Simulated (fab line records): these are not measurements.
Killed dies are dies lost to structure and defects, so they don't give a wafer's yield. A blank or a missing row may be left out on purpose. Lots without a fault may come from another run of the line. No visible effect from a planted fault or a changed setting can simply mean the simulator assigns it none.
Chamber matching :: flow n5 finfet :: cmp-04 running N5_PMOS_HMC_CHANNEL_EPI_CMP_21: 4 sister chambers
The step polishes SiGe30, target thk 54 nm. 20 wafers are shown with their chamber, then 10 later ones without.

WAFERS PAIRED WITH THEIR CHAMBERS
wafer: L074.2
chamber: 2
motor current A (A): 13.1

wafer: L074.4
chamber: 1
motor current A (A): 13.2

wafer: L074.5
chamber: 3
motor current A (A): 10.0

wafer: L074.1
chamber: 3
motor current A (A): 9.7

wafer: L074.3
chamber: 0
motor current A (A): 9.9

wafer: L074.6
chamber: 2
motor current A (A): 13.9

wafer: L077.1
chamber: 2
motor current A (A): 13.2

wafer: L077.2
chamber: 3
motor current A (A): 10.0

wafer: L077.4
chamber: 0
motor current A (A): 10.0

wafer: L078.1
chamber: 0
motor current A (A): 10.0

wafer: L078.2
chamber: 2
motor current A (A): 13.3

wafer: L078.6
chamber: 0
motor current A (A): 9.4

wafer: L079.1
chamber: 1
motor current A (A): 13.5

wafer: L079.3
chamber: 2
motor current A (A): 13.7

wafer: L079.5
chamber: 0
motor current A (A): 9.0

wafer: L081.1
chamber: 0
motor current A (A): 9.5

wafer: L081.3
chamber: 2
motor current A (A): 13.3

wafer: L081.6
chamber: 3
motor current A (A): 10.9

wafer: L091.4
chamber: 2
motor current A (A): 13.6

wafer: L091.5
chamber: 3
motor current A (A): 10.3

SIGNATURES (means of the wafers above)
reading: motor current A
chamber 0: 9.633
chamber 1: 13.350
chamber 2: 13.443
chamber 3: 10.180
scatter within a chamber: 0.371
Rule: for a wafer and a chamber, the distance is found by dividing, reading by reading, the gap between the wafer's reading and the chamber's mean by the reading's scatter, squaring, summing and taking the root. The wafer belongs to the nearest chamber; if the next one is less than 2 further off, it can't be placed. The scatter: the root of (the sum of the squares of (reading less its chamber's mean) over the shown wafers, divided by (wafers less chambers)).

WAFERS MISSING THEIR CHAMBER
wafer: L091.6
motor current A (A): 9.6

wafer: L092.1
motor current A (A): 13.6

wafer: L092.2
motor current A (A): 9.8

wafer: L092.4
motor current A (A): 12.7

wafer: L093.1
motor current A (A): 13.7

wafer: L093.3
motor current A (A): 13.6

wafer: L093.4
motor current A (A): 9.7

wafer: L095.2
motor current A (A): 10.1

wafer: L095.4
motor current A (A): 9.7

wafer: L095.5
motor current A (A): 13.8

WHICH CHAMBER EACH WENT THROUGH
wafer: L091.6
from the rows above: can't be placed: 0 or 3
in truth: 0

wafer: L092.1
from the rows above: can't be placed: 2 or 1
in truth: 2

wafer: L092.2
from the rows above: can't be placed: 0 or 3
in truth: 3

wafer: L092.4
from the rows above: can't be placed: 1 or 2
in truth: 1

wafer: L093.1
from the rows above: can't be placed: 2 or 1
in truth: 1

wafer: L093.3
from the rows above: can't be placed: 2 or 1
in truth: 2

wafer: L093.4
from the rows above: can't be placed: 0 or 3
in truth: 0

wafer: L095.2
from the rows above: can't be placed: 3 or 0
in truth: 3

wafer: L095.4
from the rows above: can't be placed: 0 or 3
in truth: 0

wafer: L095.5
from the rows above: can't be placed: 2 or 1
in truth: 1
Correctly placed: 0 of 10. From these rows, 10 cannot be placed; in 10 the true chamber is one of the candidates. Wrongly placed: 0.
